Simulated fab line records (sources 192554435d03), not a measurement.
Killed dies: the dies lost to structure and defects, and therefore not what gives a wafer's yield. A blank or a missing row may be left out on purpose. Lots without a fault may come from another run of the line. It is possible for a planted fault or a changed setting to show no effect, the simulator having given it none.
Matching of chambers | flow n5 finfet | N5_FIN_CUT_STRIP_24 on rie diel-03: 4 sister chambers
The step strips in CF4. 8 wafers are shown with their chamber, then 7 later ones without.

== WAFERS, EACH WITH ITS CHAMBER ==
wafer  | chamber | drypump motor current A (A) | showerhead plenum p Torr (Torr)
L080.4 | 1       | 6.09                        | 1.76
L084.5 | 1       | 6.07                        | 1.76
L084.6 | 0       | 5.46                        | 1.68
L087.2 | 0       | 5.40                        | 1.67
L087.4 | 2       | 5.40                        | 1.67
L087.5 | 3       | 5.30                        | 1.72
L088.3 | 2       | 5.44                        | 1.66
L088.4 | 3       | 5.26                        | 1.72

== WAFERS WITHOUT THEIR CHAMBER ==
wafer  | drypump motor current A (A) | showerhead plenum p Torr (Torr)
L088.6 | 5.40                        | 1.66
L095.4 | 5.42                        | 1.66
L095.5 | 5.41                        | 1.66
L095.6 | 6.08                        | 1.76
L096.2 | 5.44                        | 1.67
L096.4 | 5.41                        | 1.66
L096.6 | 5.41                        | 1.66

== WHICH CHAMBER EACH ONE RAN IN ==
wafer  | from the rows above     | in truth
L088.6 | can't be placed: 2 or 0 | 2
L095.4 | 2                       | 2
L095.5 | 2                       | 2
L095.6 | 1                       | 1
L096.2 | can't be placed: 0 or 2 | 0
L096.4 | 2                       | 2
L096.6 | 2                       | 2
Placed correctly: 5 of 7. Not placeable from these rows: 2 (in 2, the candidates include the true chamber). 0 placed wrongly.
How it was worked out, from the rows above alone: a wafer's distance from a chamber is the root of the sum, over the readings, of the square of ((its reading less the chamber's mean) divided by the reading's scatter). If the next closest chamber is less than 2 further off than the closest, the wafer can't be placed; otherwise it belongs to the closest. Each chamber's mean is taken over the wafers shown for it. The scatter is the square root of a quotient: the sum, over the shown wafers, of each reading's squared deviation from its chamber's mean, divided by wafers minus chambers.
